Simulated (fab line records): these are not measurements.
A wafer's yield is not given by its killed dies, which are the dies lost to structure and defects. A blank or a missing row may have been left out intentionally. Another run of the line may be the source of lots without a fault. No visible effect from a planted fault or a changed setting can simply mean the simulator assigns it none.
fab line records | flow nand_harc | part 1 of 2: steps 1 to 25 of 34
record lots=5 | wafers=15 | last_day=23
route steps=1159 shown A_ZERO_WELL@404 A_SOURCE_PLATE@413 A_ONON_D1@424
lots untouched by any fault: they come from a run of this same line in which no faults occurred
start_h: start of the lot's first displayed wafer, in hours after the record's first day | wait_h: hours from the lot's prior step to this one | " unchanged from the row above | L1.1+2: one row covering several wafers at once | - no value, or no start given | * or withheld: withheld | < > ~ a bound
route shown NAME@n: names a module that has steps shown in the file, with the first one's number in the route | usual: mean and standard deviation over wafers with no fault | same: alike in all rows | chamber/n: place in a boat | sites: the reading at each site | _std_site: their standard deviation | _edge_site: inner sites' mean taken away from outer sites' mean | radius_mm: how far each site lies from the wafer's centre | mask NAME#n: copy n | behind: the last tool/chamber to shape the wafer | hold: what put the lot on hold/how long, in hours/how the hold closed | device: transistor that didn't switch, given as n, p or np | end of line: the same wafers' tests at the end of the route | step lacking rows: just its recipe | killed: at the first sort, the dies lost to defects and structure; wafer yield is something else | map: the dies of a wafer, with x for killed, . for not killed, _ for no die there
set.NAME: setting as actually run; set.NAME@STEP: the setting as run at that earlier step | model.NAME: the simulator's own value behind a step, which no gauge read
lots at some steps of the route; a table a step, a row a wafer
services: from which hour (start_h, from the record's first day; less than 0 if before it) a tool's chamber was out of use, for how many hours, and why
## steps
# step NHARC_A_ZERO_WELL_ETCH_19
# recipe target_depth_a=800 | overetch_a=240 | time_s=87.88 | ion_energy_ev=200 | n2_flow_sccm=150 | h2_flow_sccm=150 | ar_flow_sccm=0 | rf_w=400 | bias_w=150 | chemistry=N2/H2
# usual drypump_motor_current_A=5.8/0.38 | n2_flow_sccm=150.0/0.45 | oes_product_au=0.999/0.011 | rf_fwd_power_W=397.1/1.5 | rf_vpp_V=431/3.2 | showerhead_plenum_p_Torr=2.08/0.11 | throttle_valve_pct=14.171/0.0094
lot.wafer | tool        | chamber | start_h | wait_h | drypump_motor_current_A | n2_flow_sccm | oes_product_au | rf_fwd_power_W | rf_hours_counter_h | rf_vpp_V | showerhead_plenum_p_Torr | throttle_valve_pct
L079.2    | rie_diel-09 | 0       | 164.96  | 0.1    | 6.2                     | 149.2        | 0.998          | 398.9          | 4                  | 427      | 1.93                     | 14.174
L079.3    | "           | 3       | "       | "      | 5.8                     | 150.3        | 0.995          | 399.0          | 4                  | 436      | 2.21                     | 14.171
L079.5    | "           | 0       | "       | "      | 6.2                     | 149.4        | 0.996          | 398.1          | -                  | 428      | 1.93                     | 14.156
L081.1    | rie_diel-09 | 1       | 181.58  | 0.1    | 6.0                     | 150.3        | 1.002          | 398.5          | 7                  | 433      | 2.14                     | 14.181
L081.5    | "           | 3       | "       | "      | 5.7                     | 149.2        | 0.996          | 398.1          | -                  | 435      | 2.21                     | 14.171
L081.6    | "           | 1       | "       | "      | 6.0                     | 150.5        | 1.007          | 396.2          | -                  | 435      | 2.14                     | 14.181
L082.2    | rie_diel-09 | 3       | 184.42  | 0.1    | 5.8                     | 149.9        | 0.995          | 397.2          | 8                  | 434      | 2.21                     | 14.170
L082.1    | "           | 0       | "       | "      | 6.2                     | 149.4        | 1.000          | 397.1          | 7                  | 428      | 1.92                     | 14.172
L082.5    | "           | 2       | "       | "      | 6.0                     | 150.6        | 0.980          | 398.3          | -                  | 436      | 2.19                     | 14.173
L084.2    | rie_diel-09 | 1       | 199.11  | 0.1    | 6.0                     | 149.8        | 0.985          | 397.8          | 10                 | 434      | 2.14                     | 14.181
L084.4    | "           | 2       | "       | "      | 6.0                     | 149.2        | 0.984          | 396.5          | 10                 | 434      | 2.19                     | 14.161
L084.3    | "           | 3       | "       | "      | 5.8                     | 149.9        | 0.997          | 397.9          | 11                 | 435      | 2.21                     | 14.179
L090.3    | rie_diel-06 | 3       | 235.72  | 0.1    | 5.7                     | 149.7        | 1.003          | 398.8          | 17                 | 433      | 2.10                     | 14.170
L090.1    | "           | 2       | "       | "      | 5.8                     | 150.2        | 0.997          | 395.9          | 8                  | 434      | 2.17                     | 14.169
L090.6    | "           | 3       | "       | "      | 5.7                     | 150.7        | 0.999          | 399.3          | -                  | 431      | 2.10                     | 14.164
# step NHARC_A_ZERO_WELL_ETCH_13
# recipe target_depth_a=1200 | time_s=40.1 | hbr_flow_sccm=150 | cl2_flow_sccm=50 | rf_w=400 | icp_w=400 | bias_w=100 | chemistry=HBr/Cl2
# usual drypump_motor_current_A=5.7/0.54 | oes_product_au=0.999/0.0093 | rf_fwd_power_W=394.2/2 | throttle_valve_pct=26.406/0.0092
lot.wafer | tool      | chamber | start_h | wait_h | drypump_motor_current_A | oes_product_au | rf_fwd_power_W | rf_hours_counter_h | throttle_valve_pct
L079.2    | rie_si-04 | 0       | 165.08  | -      | 6.2                     | 1.003          | 394.3          | 0.3                | 26.405
L079.3    | "         | 2       | "       | "      | 5.3                     | 1.004          | 392.8          | 0.4                | 26.394
L079.5    | "         | 0       | "       | "      | 6.2                     | 0.993          | 392.8          | -                  | 26.410
L081.1    | rie_si-02 | 2       | 181.70  | -      | 4.9                     | 1.002          | 394.5          | 0.9                | 26.411
L081.6    | "         | 2       | "       | "      | 4.9                     | 1.003          | 397.9          | -                  | 26.407
L081.5    | "         | 3       | "       | "      | 5.7                     | 1.016          | 395.1          | -                  | 26.398
L082.1    | rie_si-02 | 0       | 184.53  | -      | 6.0                     | 1.002          | 394.1          | 0.9                | 26.411
L082.2    | "         | 3       | "       | "      | 5.7                     | 0.997          | 393.8          | 1.0                | 26.415
L082.5    | "         | 0       | "       | "      | 6.0                     | 1.004          | 395.2          | -                  | 26.410
L084.3    | rie_si-04 | 3       | 199.23  | -      | 6.6                     | 0.992          | 396.1          | 0.6                | 26.407
L084.2    | "         | 0       | "       | "      | 6.2                     | 0.990          | 392.3          | 0.6                | 26.407
L084.4    | "         | 1       | "       | "      | 5.4                     | 0.989          | 397.2          | 0.6                | 26.415
L090.1    | rie_si-04 | 0       | 235.89  | -      | 6.2                     | 0.994          | 390.6          | 0.9                | 26.401
L090.3    | "         | 1       | "       | "      | 5.3                     | 0.993          | 396.6          | 0.9                | 26.408
L090.6    | "         | 2       | "       | "      | 5.2                     | 0.998          | 396.5          | -                  | 26.397
# step NHARC_A_ZERO_WELL_STRIP_14
# recipe time_s=900 | temp_c=130 | chemistry=SPM
lot.wafer  | tool         | chamber | start_h | wait_h
L079.3+5+2 | wet_bench-06 | 4,5,6   | 165.24  | -
L081.5+6+1 | wet_bench-06 | 5,7,1   | 181.85  | -
L082.5+1+2 | wet_bench-01 | 7,2,4   | 184.68  | -
L084.4+2+3 | wet_bench-04 | 6,7,1   | 199.40  | -
L090.1+3+6 | wet_bench-01 | 6,7,0   | 236.02  | -
# step NHARC_A_ZERO_WELL_IMPLANT_15
# recipe energy_kev=150 | dose_cm2=1e+13 | tilt_deg=7
lot.wafer  | tool         | chamber | start_h | wait_h
L079.2+3+5 | implanter-01 | 0       | 165.66  | 0.1
L081.1+5+6 | implanter-01 | 0       | 182.25  | 0.1
L082.1+2+5 | implanter-01 | 0       | 185.13  | 0.1
L084.2+3+4 | implanter-01 | 0       | 199.82  | 0.1
L090.1+3+6 | implanter-01 | 0       | 236.44  | 0.1
# step NHARC_A_ZERO_WELL_PRECLEAN_22
# recipe time_s=60 | temp_c=50 | bath_age_min=0 | chemistry=SC1
# usual diw_flow_mL_min=1414/4.5
lot.wafer | tool         | chamber | start_h | wait_h | diw_flow_mL_min
L079.2    | wet_bench-06 | 6       | 165.85  | 0.2    | 1413
L079.5    | "            | 0       | "       | "      | 1412
L079.3    | "            | 1       | "       | "      | 1416
L081.6    | wet_bench-06 | 4       | 182.47  | 0.0    | 1413
L081.5    | "            | 7       | "       | "      | 1414
L081.1    | "            | 1       | "       | "      | 1413
L082.2    | wet_bench-06 | 6       | 185.35  | 0.2    | 1414
L082.5    | "            | 7       | "       | "      | 1413
L082.1    | "            | 0       | "       | "      | 1405
L084.2    | wet_bench-06 | 6       | 200.00  | 0.2    | 1408
L084.4    | "            | 2       | "       | "      | 1413
L084.3    | "            | 3       | "       | "      | 1406
L090.6    | wet_bench-04 | 7       | 236.66  | 0.0    | 1419
L090.1    | "            | 1       | "       | "      | 1409
L090.3    | "            | 4       | "       | "      | 1402
# step NHARC_A_ZERO_WELL_SRD_23
lot.wafer  | tool         | chamber | start_h | wait_h
L079.2+5+3 | wet_bench-06 | 6,0,1   | -       | -
L081.6+5+1 | wet_bench-06 | 4,7,1   | -       | -
L082.2+5+1 | wet_bench-06 | 6,7,0   | -       | -
L084.2+4+3 | wet_bench-06 | 6,2,3   | -       | -
L090.6+1+3 | wet_bench-04 | 7,1,4   | -       | -
# step NHARC_A_ZERO_WELL_RTA_16
# recipe temp_c=1000 | time_s=10
# usual lamp_power_pct=29.5/0.52 | wafer_temp_C_max=1005.7/1.3
lot.wafer | tool          | chamber | start_h | wait_h | lamp_power_pct | wafer_temp_C_max
L079.2    | rtp_anneal-01 | 0       | 166.01  | -      | 29.1           | 1004.9
L079.3    | "             | 0       | "       | "      | 29.1           | 1006.0
L079.5    | "             | 0       | "       | "      | 29.0           | 1007.2
L081.1    | rtp_anneal-02 | 0       | 182.60  | -      | 30.0           | 1004.5
L081.5    | "             | 0       | "       | "      | 30.0           | 1004.7
L081.6    | "             | 0       | "       | "      | 30.0           | 1005.1
L082.1    | rtp_anneal-02 | 0       | 185.48  | -      | 30.1           | 1004.9
L082.2    | "             | 0       | "       | "      | 30.0           | 1004.6
L082.5    | "             | 0       | "       | "      | 30.1           | 1004.7
L084.2    | rtp_anneal-01 | 0       | 200.17  | -      | 29.0           | 1007.6
L084.3    | "             | 0       | "       | "      | 29.0           | 1004.8
L084.4    | "             | 0       | "       | "      | 29.0           | 1006.1
L090.1    | rtp_anneal-02 | 0       | 236.81  | -      | 30.1           | 1005.0
L090.3    | "             | 0       | "       | "      | 30.1           | 1005.5
L090.6    | "             | 0       | "       | "      | 30.1           | 1005.7
# step NHARC_A_ZERO_WELL_INSPECT_17
# usual raw_defect_count=11/5.4
lot.wafer | tool              | chamber | start_h | wait_h | raw_defect_count
L079.2    | defect_inspect-02 | -       | 166.21  | 0.2    | 8
L079.3    | "                 | -       | "       | "      | 6
L079.5    | "                 | -       | "       | "      | 2
L081.1    | defect_inspect-01 | -       | 182.80  | 0.2    | 4
L081.5    | "                 | -       | "       | "      | 6
L081.6    | "                 | -       | "       | "      | 12
L082.1    | defect_inspect-02 | -       | 185.68  | 0.2    | 9
L082.2    | "                 | -       | "       | "      | 9
L082.5    | "                 | -       | "       | "      | 12
L084.2    | defect_inspect-01 | -       | 200.36  | 0.2    | 15
L084.3    | "                 | -       | "       | "      | 26
L084.4    | "                 | -       | "       | "      | 21
L090.1    | defect_inspect-02 | -       | 237.01  | 0.2    | 5
L090.3    | "                 | -       | "       | "      | 6
L090.6    | "                 | -       | "       | "      | 6
# step NHARC_A_SOURCE_PLATE_PRECLEAN_00
# recipe time_s=60 | chemistry=HF-LAST
lot.wafer  | tool         | chamber | start_h | wait_h
L079.2+5+3 | wet_bench-03 | 1,3,4   | 166.26  | 0.0
L081.5+1+6 | wet_bench-05 | 6,7,0   | 182.85  | 0.0
L082.1+2+5 | wet_bench-09 | 3,4,0   | 185.73  | 0.1
L084.4+3+2 | wet_bench-03 | 7,0,1   | 200.43  | 0.1
L090.1+3+6 | wet_bench-05 | 5,0,1   | 237.06  | 0.1
# step NHARC_A_SOURCE_PLATE_SRD_01
lot.wafer  | tool         | chamber | start_h | wait_h
L079.2+5+3 | wet_bench-03 | 1,3,4   | 166.32  | 0.1
L081.5+1+6 | wet_bench-05 | 6,7,0   | -       | -
L082.1+2+5 | wet_bench-09 | 3,4,0   | -       | -
L084.4+3+2 | wet_bench-03 | 7,0,1   | -       | -
L090.1+3+6 | wet_bench-05 | 5,0,1   | -       | -
# step NHARC_A_SOURCE_PLATE_OXIDE_02
# recipe target_thk_a=100 | temp_c=900 | ox_time_s=1362 | material=SiO2
# usual spike_tc_lower_C=900.1/1.6 | tube_center_temp_C=900.01/0.08
lot.wafer | tool       | chamber | start_h | wait_h | spike_tc_lower_C | tube_center_temp_C
L079.2    | furnace-05 | 0       | 169.17  | 2.8    | 900.8            | 899.93
L079.3    | "          | 0       | "       | "      | 901.2            | 900.03
L079.5    | "          | 0       | "       | "      | 900.0            | 899.95
L081.1    | furnace-05 | 0       | 186.16  | -      | 899.8            | 900.07
L081.5    | "          | 0       | "       | "      | 900.7            | 900.06
L081.6    | "          | 0       | "       | "      | 901.4            | 899.92
L082.1    | furnace-05 | 0       | 186.16  | -      | 902.6            | 899.95
L082.2    | "          | 0       | "       | "      | 902.7            | 899.87
L082.5    | "          | 0       | "       | "      | 901.0            | 900.08
L084.2    | furnace-03 | 0       | 203.42  | -      | 897.7            | 899.98
L084.3    | "          | 0       | "       | "      | 897.1            | 899.96
L084.4    | "          | 0       | "       | "      | 898.4            | 899.94
L090.1    | furnace-05 | 0       | 240.37  | -      | 901.0            | 899.95
L090.3    | "          | 0       | "       | "      | 900.1            | 900.06
L090.6    | "          | 0       | "       | "      | 900.2            | 899.97
# step NHARC_A_SOURCE_PLATE_THK_MEAS_09
# recipe thk_meas_gauge=ellipsometry
# usual thk_nm=9.6/0.9
lot.wafer | tool          | chamber | start_h | wait_h | thk_nm
L079.2    | film_metro-02 | -       | 173.17  | 0.4    | 9.8
L079.3    | "             | -       | "       | "      | 7.0
L079.5    | "             | -       | "       | "      | 9.0
L082.1    | film_metro-01 | -       | 190.21  | 0.4    | 7.5
L082.2    | "             | -       | "       | "      | 9.4
L082.5    | "             | -       | "       | "      | 10.3
L081.1    | film_metro-02 | -       | 190.21  | 0.4    | 9.3
L081.5    | "             | -       | "       | "      | 10.5
L081.6    | "             | -       | "       | "      | 10.5
L084.2    | film_metro-02 | -       | 207.43  | 0.4    | 9.0
L084.3    | "             | -       | "       | "      | 10.5
L084.4    | "             | -       | "       | "      | 8.4
L090.1    | film_metro-01 | -       | 244.46  | 0.4    | 8.9
L090.3    | "             | -       | "       | "      | 11.5
L090.6    | "             | -       | "       | "      | 9.7
# step NHARC_A_SOURCE_PLATE_PVD_04
# recipe target_thk_a=500 | material=WSi2
lot.wafer  | tool           | chamber | start_h | wait_h
L079.3+2+5 | pvd_sputter-01 | -       | 173.23  | 0.1
L082.2+1+5 | pvd_sputter-03 | -       | 190.28  | 0.1
L081.1+6+5 | pvd_sputter-02 | -       | 190.32  | 0.1
L084.4+3+2 | pvd_sputter-02 | -       | 207.49  | 0.1
L090.1+3+6 | pvd_sputter-02 | -       | 244.51  | 0.1
# step NHARC_A_SOURCE_PLATE_CVD_03
# recipe target_thk_a=2000 | temp_c=620 | pressure_mtorr=200 | time_s=4000 | material=poly-Si
# usual pressure_mtorr=199.9/0.37 | spike_tc_lower_C=619.1/1.2 | tube_center_temp_C=620/0.06
lot.wafer | tool          | chamber | start_h | wait_h | pressure_mtorr | spike_tc_lower_C | tube_center_temp_C
L079.2    | lpcvd_poly-04 | 0       | 175.92  | -      | 200.0          | 620.1            | 620
L079.3    | "             | 0       | "       | "      | 200.0          | 621.1            | 620.12
L079.5    | "             | 0       | "       | "      | 199.5          | 621.6            | 620.02
L081.1    | lpcvd_poly-04 | 0       | 192.95  | -      | 200.0          | 622.8            | 619.99
L081.5    | "             | 0       | "       | "      | 199.9          | 620.0            | 620.15
L081.6    | "             | 0       | "       | "      | 200.0          | 619.4            | 619.98
L082.1    | lpcvd_poly-04 | 0       | 192.95  | -      | 200.2          | 618.5            | 619.91
L082.2    | "             | 0       | "       | "      | 200.5          | 618.9            | 620.1
L082.5    | "             | 0       | "       | "      | 200.1          | 618.4            | 620.02
L084.2    | lpcvd_poly-03 | 0       | 209.99  | -      | 199.4          | 617.8            | 620
L084.3    | "             | 0       | "       | "      | 200.1          | 620.4            | 620
L084.4    | "             | 0       | "       | "      | 200.1          | 619.1            | 620.05
L090.1    | lpcvd_poly-04 | 0       | 247.19  | -      | 200.5          | 620.0            | 619.99
L090.3    | "             | 0       | "       | "      | 200.1          | 619.7            | 619.96
L090.6    | "             | 0       | "       | "      | 199.8          | 620.0            | 620.03
# step NHARC_A_SOURCE_PLATE_ANNEAL_05
# recipe temp_c=850 | time_s=1800
# usual spike_tc_lower_C=849.2/1.9 | tube_center_temp_C=849.99/0.079
lot.wafer | tool       | chamber | start_h | wait_h | spike_tc_lower_C | tube_center_temp_C
L079.2    | furnace-05 | 0       | 182.53  | 3.5    | 849.1            | 850.07
L079.3    | "          | 0       | "       | "      | 852.3            | 849.94
L079.5    | "          | 0       | "       | "      | 850.4            | 849.98
L081.1    | furnace-05 | 0       | 199.56  | 3.5    | 849.9            | 849.91
L081.5    | "          | 0       | "       | "      | 849.5            | 850.07
L081.6    | "          | 0       | "       | "      | 851.4            | 849.98
L082.1    | furnace-05 | 0       | 199.56  | 3.5    | 850.3            | 849.98
L082.2    | "          | 0       | "       | "      | 851.3            | 849.88
L082.5    | "          | 0       | "       | "      | 850.8            | 849.81
L084.2    | furnace-05 | 0       | 216.57  | 3.5    | 850.3            | 850.07
L084.3    | "          | 0       | "       | "      | 851.4            | 849.95
L084.4    | "          | 0       | "       | "      | 849.3            | 850.01
L090.1    | furnace-03 | 0       | 253.50  | 3.2    | 847.9            | 850.02
L090.3    | "          | 0       | "       | "      | 846.8            | 850.02
L090.6    | "          | 0       | "       | "      | 846.9            | 850.07
# step NHARC_A_SOURCE_PLATE_THK_MEAS_06
# recipe thk_meas_gauge=ellipsometry
# usual thk_nm=200.0/2
lot.wafer | tool          | chamber | start_h | wait_h | thk_nm
L079.2    | film_metro-02 | -       | 186.51  | 0.4    | 201.0
L079.3    | "             | -       | "       | "      | 200.8
L079.5    | "             | -       | "       | "      | 200.0
L082.1    | film_metro-01 | -       | 203.54  | 0.4    | 198.9
L082.2    | "             | -       | "       | "      | 199.0
L082.5    | "             | -       | "       | "      | 198.9
L081.1    | film_metro-02 | -       | 203.54  | 0.4    | 200.4
L081.5    | "             | -       | "       | "      | 202.4
L081.6    | "             | -       | "       | "      | 201.6
L084.2    | film_metro-02 | -       | 220.47  | 0.4    | 200.8
L084.3    | "             | -       | "       | "      | 197.0
L084.4    | "             | -       | "       | "      | 199.4
L090.1    | film_metro-02 | -       | 257.45  | 0.4    | 197.5
L090.3    | "             | -       | "       | "      | 195.6
L090.6    | "             | -       | "       | "      | 197.1
# step NHARC_A_SOURCE_PLATE_INSPECT_08
# usual raw_defect_count=55/20
lot.wafer | tool              | chamber | start_h | wait_h | raw_defect_count
L079.2    | defect_inspect-02 | -       | 186.57  | 0.0    | 36
L079.3    | "                 | -       | "       | "      | 30
L079.5    | "                 | -       | "       | "      | 36
L082.1    | defect_inspect-01 | -       | 203.60  | 0.0    | 64
L082.2    | "                 | -       | "       | "      | 82
L082.5    | "                 | -       | "       | "      | 65
L081.1    | defect_inspect-02 | -       | 203.60  | 0.0    | 41
L081.5    | "                 | -       | "       | "      | 78
L081.6    | "                 | -       | "       | "      | 47
L084.2    | defect_inspect-01 | -       | 220.53  | 0.0    | 79
L084.3    | "                 | -       | "       | "      | 99
L084.4    | "                 | -       | "       | "      | 53
L090.1    | defect_inspect-02 | -       | 257.56  | 0.0    | 68
L090.3    | "                 | -       | "       | "      | 53
L090.6    | "                 | -       | "       | "      | 47
# step NHARC_A_ONON_D1_DEP_00
# recipe target_thk_a=10000 | n2_flow_sccm=2750 | n2o_flow_sccm=2000 | nh3_flow_sccm=500 | sih4_flow_sccm=210 | temp_c=400
# usual n2_flow_sccm=2751/8.3 | nh3_flow_sccm=500.1/1.6
lot.wafer | tool          | chamber | start_h | wait_h | n2_flow_sccm | nh3_flow_sccm
L079.2    | pecvd_onon-03 | 0       | 186.70  | 0.1    | 2750         | 499.4
L079.3    | "             | 0       | "       | "      | 2735         | 497.7
L079.5    | "             | 0       | "       | "      | 2754         | 498.3
L082.1    | pecvd_onon-02 | 0       | 203.67  | 0.1    | 2748         | 500.0
L082.2    | "             | 0       | "       | "      | 2749         | 498.9
L082.5    | "             | 0       | "       | "      | 2749         | 500.9
L081.1    | pecvd_onon-03 | 0       | 203.67  | 0.1    | 2752         | 500.5
L081.5    | "             | 0       | "       | "      | 2753         | 500.3
L081.6    | "             | 0       | "       | "      | 2739         | 502.6
L084.2    | pecvd_onon-01 | 0       | 220.66  | 0.1    | 2753         | 498.2
L084.3    | "             | 0       | "       | "      | 2761         | 500.4
L084.4    | "             | 0       | "       | "      | 2749         | 498.5
L090.1    | pecvd_onon-02 | 0       | 257.62  | 0.1    | 2754         | 502.1
L090.3    | "             | 0       | "       | "      | 2755         | 500.7
L090.6    | "             | 0       | "       | "      | 2740         | 500.5
# step NHARC_A_ONON_D1_THK_MEAS_02
# recipe thk_meas_gauge=ellipsometry
# usual thk_nm=1004/8.2
lot.wafer | tool          | chamber | start_h | wait_h | thk_nm
L079.2    | film_metro-01 | -       | 187.15  | -      | 1006
L079.3    | "             | -       | "       | "      | 1007
L079.5    | "             | -       | "       | "      | 1008
L082.1    | film_metro-01 | -       | 204.18  | -      | 1003
L082.2    | "             | -       | "       | "      | 1006
L082.5    | "             | -       | "       | "      | 1003
L081.1    | film_metro-02 | -       | 204.18  | -      | 1001
L081.5    | "             | -       | "       | "      | 999
L081.6    | "             | -       | "       | "      | 1001
L084.2    | film_metro-01 | -       | 221.11  | -      | 1011
L084.3    | "             | -       | "       | "      | 1010
L084.4    | "             | -       | "       | "      | 1010
L090.1    | film_metro-02 | -       | 258.14  | -      | 1009
L090.3    | "             | -       | "       | "      | 1010
L090.6    | "             | -       | "       | "      | 1009
# step NHARC_A_ONON_D1_DEP_03
# recipe target_thk_a=10000 | n2_flow_sccm=2750 | n2o_flow_sccm=2000 | nh3_flow_sccm=500 | sih4_flow_sccm=210 | temp_c=400
# usual n2_flow_sccm=2750/8.1 | nh3_flow_sccm=500.0/1.5
lot.wafer | tool          | chamber | start_h | wait_h | n2_flow_sccm | nh3_flow_sccm
L079.2    | pecvd_onon-01 | 0       | 187.27  | 0.1    | 2762         | 501.2
L079.3    | "             | 0       | "       | "      | 2757         | 498.2
L079.5    | "             | 0       | "       | "      | 2748         | 499.9
L082.1    | pecvd_onon-02 | 0       | 204.23  | 0.1    | 2750         | 497.2
L082.2    | "             | 0       | "       | "      | 2747         | 499.2
L082.5    | "             | 0       | "       | "      | 2745         | 500.1
L081.1    | pecvd_onon-03 | 0       | 204.23  | 0.1    | 2735         | 500.2
L081.5    | "             | 0       | "       | "      | 2723         | 501.0
L081.6    | "             | 0       | "       | "      | 2734         | 499.4
L084.2    | pecvd_onon-01 | 0       | 221.22  | 0.1    | 2729         | 501.8
L084.3    | "             | 0       | "       | "      | 2742         | 502.6
L084.4    | "             | 0       | "       | "      | 2745         | 501.6
L090.1    | pecvd_onon-03 | 0       | 258.32  | 0.2    | 2746         | 500.9
L090.3    | "             | 0       | "       | "      | 2744         | 499.6
L090.6    | "             | 0       | "       | "      | 2748         | 499.6
# step NHARC_A_ONON_D1_THK_MEAS_05
# recipe thk_meas_gauge=ellipsometry
# usual thk_nm=1000/9.1
lot.wafer | tool          | chamber | start_h | wait_h | thk_nm
L079.2    | film_metro-02 | -       | 187.72  | -      | 996
L079.3    | "             | -       | "       | "      | 995
L079.5    | "             | -       | "       | "      | 994
L082.1    | film_metro-02 | -       | 204.74  | -      | 1017
L082.2    | "             | -       | "       | "      | 1017
L082.5    | "             | -       | "       | "      | 1017
L081.1    | film_metro-01 | -       | 204.75  | -      | 1013
L081.5    | "             | -       | "       | "      | 1013
L081.6    | "             | -       | "       | "      | 1013
L084.2    | film_metro-02 | -       | 221.68  | -      | 995
L084.3    | "             | -       | "       | "      | 996
L084.4    | "             | -       | "       | "      | 995
L090.1    | film_metro-02 | -       | 258.83  | -      | 989
L090.3    | "             | -       | "       | "      | 990
L090.6    | "             | -       | "       | "      | 992
# step NHARC_A_ONON_D1_DEP_06
# recipe target_thk_a=10000 | n2_flow_sccm=2750 | n2o_flow_sccm=2000 | nh3_flow_sccm=500 | sih4_flow_sccm=210 | temp_c=400
# usual n2_flow_sccm=2749/7.7 | nh3_flow_sccm=500.1/1.5
lot.wafer | tool          | chamber | start_h | wait_h | n2_flow_sccm | nh3_flow_sccm
L079.2    | pecvd_onon-02 | 0       | 187.83  | 0.1    | 2754         | 500.8
L079.3    | "             | 0       | "       | "      | 2746         | 503.0
L079.5    | "             | 0       | "       | "      | 2756         | 504.1
L082.1    | pecvd_onon-02 | 0       | 204.80  | 0.1    | 2753         | 499.8
L082.2    | "             | 0       | "       | "      | 2747         | 501.7
L082.5    | "             | 0       | "       | "      | 2747         | 500.4
L081.1    | pecvd_onon-03 | 0       | 204.80  | 0.1    | 2748         | 502.9
L081.5    | "             | 0       | "       | "      | 2753         | 501.4
L081.6    | "             | 0       | "       | "      | 2752         | 501.4
L084.2    | pecvd_onon-01 | 0       | 221.79  | 0.1    | 2746         | 500.2
L084.3    | "             | 0       | "       | "      | 2740         | 501.1
L084.4    | "             | 0       | "       | "      | 2739         | 498.0
L090.1    | pecvd_onon-01 | 0       | 258.89  | 0.1    | 2755         | 499.8
L090.3    | "             | 0       | "       | "      | 2747         | 499.7
L090.6    | "             | 0       | "       | "      | 2738         | 499.4
# step NHARC_A_ONON_D1_THK_MEAS_08
# recipe thk_meas_gauge=ellipsometry
# usual thk_nm=999/11
lot.wafer | tool          | chamber | start_h | wait_h | thk_nm
L079.2    | film_metro-02 | -       | 188.29  | -      | 980
L079.3    | "             | -       | "       | "      | 981
L079.5    | "             | -       | "       | "      | 981
L082.1    | film_metro-01 | -       | 205.31  | -      | 1011
L082.2    | "             | -       | "       | "      | 1010
L082.5    | "             | -       | "       | "      | 1010
L081.1    | film_metro-02 | -       | 205.32  | -      | 999
L081.5    | "             | -       | "       | "      | 999
L081.6    | "             | -       | "       | "      | 998
L084.2    | film_metro-02 | -       | 222.27  | -      | 1011
L084.3    | "             | -       | "       | "      | 1010
L084.4    | "             | -       | "       | "      | 1011
L090.1    | film_metro-01 | -       | 259.40  | -      | 994
L090.3    | "             | -       | "       | "      | 996
L090.6    | "             | -       | "       | "      | 996
# step NHARC_A_ONON_D1_DEP_09
# recipe target_thk_a=10000 | n2_flow_sccm=2750 | n2o_flow_sccm=2000 | nh3_flow_sccm=500 | sih4_flow_sccm=210 | temp_c=400
# usual n2_flow_sccm=2750/8.5 | nh3_flow_sccm=499.8/1.5
lot.wafer | tool          | chamber | start_h | wait_h | n2_flow_sccm | nh3_flow_sccm
L079.2    | pecvd_onon-03 | 0       | 188.40  | 0.1    | 2756         | 499.6
L079.3    | "             | 0       | "       | "      | 2746         | 498.4
L079.5    | "             | 0       | "       | "      | 2755         | 499.0
L082.1    | pecvd_onon-02 | 0       | 205.36  | 0.1    | 2746         | 499.5
L082.2    | "             | 0       | "       | "      | 2756         | 499.6
L082.5    | "             | 0       | "       | "      | 2744         | 498.9
L081.1    | pecvd_onon-03 | 0       | 205.37  | 0.1    | 2745         | 498.1
L081.5    | "             | 0       | "       | "      | 2750         | 499.4
L081.6    | "             | 0       | "       | "      | 2743         | 496.9
L084.2    | pecvd_onon-01 | 0       | 222.39  | 0.1    | 2749         | 497.4
L084.3    | "             | 0       | "       | "      | 2749         | 498.8
L084.4    | "             | 0       | "       | "      | 2736         | 499.9
L090.1    | pecvd_onon-02 | 0       | 259.46  | 0.1    | 2748         | 499.8
L090.3    | "             | 0       | "       | "      | 2743         | 497.9
L090.6    | "             | 0       | "       | "      | 2750         | 499.6
# step NHARC_A_ONON_D1_THK_MEAS_11
# recipe thk_meas_gauge=ellipsometry
# usual thk_nm=999/11
lot.wafer | tool          | chamber | start_h | wait_h | thk_nm
L079.2    | film_metro-01 | -       | 188.86  | -      | 1002
L079.3    | "             | -       | "       | "      | 1002
L079.5    | "             | -       | "       | "      | 1003
L082.1    | film_metro-02 | -       | 205.88  | -      | 984
L082.2    | "             | -       | "       | "      | 984
L082.5    | "             | -       | "       | "      | 983
L081.1    | film_metro-01 | -       | 205.88  | -      | 1014
L081.5    | "             | -       | "       | "      | 1015
L081.6    | "             | -       | "       | "      | 1016
L084.2    | film_metro-02 | -       | 222.84  | -      | 991
L084.3    | "             | -       | "       | "      | 992
L084.4    | "             | -       | "       | "      | 991
L090.1    | film_metro-02 | -       | 259.97  | -      | 1006
L090.3    | "             | -       | "       | "      | 1006
L090.6    | "             | -       | "       | "      | 1006
